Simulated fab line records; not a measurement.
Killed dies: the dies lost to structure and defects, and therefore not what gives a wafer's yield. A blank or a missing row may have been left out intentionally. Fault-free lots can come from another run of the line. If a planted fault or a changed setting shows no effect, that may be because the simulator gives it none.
Chamber matching + flow n5_finfet + 4 sister chambers for N5_BEOL_M5_STRIP_64 on rie_diel-01
The step strips in CF4. 14 wafers are shown with their chamber, then 7 later ones without.

== WAFERS WITH THEIR CHAMBER ==
| wafer  | chamber | showerhead_plenum_p_Torr (Torr) | drypump_motor_current_A (A) | throttle_valve_pct (%) |
|--------|---------|---------------------------------|-----------------------------|------------------------|
| L078.1 | 2       | 1.76                            | 5.7                         | 13.31                  |
| L078.3 | 1       | 1.82                            | 5.7                         | 13.50                  |
| L078.5 | 0       | 1.79                            | 5.6                         | 13.55                  |
| L085.2 | 0       | 1.79                            | 5.6                         | 13.58                  |
| L085.3 | 1       | 1.81                            | 5.8                         | 13.51                  |
| L085.4 | 3       | 1.83                            | 5.1                         | 13.21                  |
| L086.2 | 1       | 1.81                            | 5.7                         | 13.52                  |
| L086.3 | 3       | 1.83                            | 5.2                         | 13.20                  |
| L086.5 | 1       | 1.81                            | 5.7                         | 13.52                  |
| L091.2 | 2       | 1.75                            | 5.7                         | 13.36                  |
| L091.5 | 3       | 1.83                            | 5.2                         | 13.24                  |
| L091.6 | 2       | 1.75                            | 5.7                         | 13.37                  |
| L090.2 | 1       | 1.81                            | 5.7                         | 13.53                  |
| L090.5 | 0       | 1.79                            | 5.6                         | 13.60                  |

SIGNATURES (means of the wafers above)
| reading                  | chamber 0 | chamber 1 | chamber 2 | chamber 3 | scatter within a chamber |
|--------------------------|-----------|-----------|-----------|-----------|--------------------------|
| showerhead_plenum_p_Torr | 1.7900    | 1.8120    | 1.7533    | 1.8300    | 0.00383                  |
| drypump_motor_current_A  | 5.600     | 5.720     | 5.700     | 5.167     | 0.0383                   |
| throttle_valve_pct       | 13.5767   | 13.5160   | 13.3467   | 13.2167   | 0.0217                   |
Rule: for each reading, subtract the chamber's mean from the wafer's reading, divide by that reading's scatter and square the result; add these up over the readings and take the root, which gives the wafer's distance from the chamber. If the next closest chamber is less than 2 further off than the closest, the wafer can't be placed; otherwise it belongs to the closest. The scatter is the square root of a quotient: the sum, over the shown wafers, of each reading's squared deviation from its chamber's mean, divided by wafers minus chambers.

== WAFERS MISSING THEIR CHAMBER ==
| wafer  | showerhead_plenum_p_Torr (Torr) | drypump_motor_current_A (A) | throttle_valve_pct (%) |
|--------|---------------------------------|-----------------------------|------------------------|
| L090.6 | 1.81                            | 5.7                         | 13.54                  |
| L096.2 | 1.78                            | 5.6                         | 13.63                  |
| L096.4 | 1.82                            | 5.1                         | 13.27                  |
| L096.5 | 1.82                            | 5.1                         | 13.26                  |
| L097.1 | 1.81                            | 5.7                         | 13.56                  |
| L097.2 | 1.82                            | 5.1                         | 13.26                  |
| L097.5 | 1.78                            | 5.6                         | 13.63                  |

== WHICH CHAMBER EACH WENT THROUGH ==
| wafer  | from the rows above | in truth |
|--------|---------------------|----------|
| L090.6 | 1                   | 1        |
| L096.2 | 0                   | 0        |
| L096.4 | 3                   | 3        |
| L096.5 | 3                   | 3        |
| L097.1 | 1                   | 1        |
| L097.2 | 3                   | 3        |
| L097.5 | 0                   | 0        |
Placed correctly: 7 of 7. Number that these rows cannot place: 0. 0 placed wrongly.
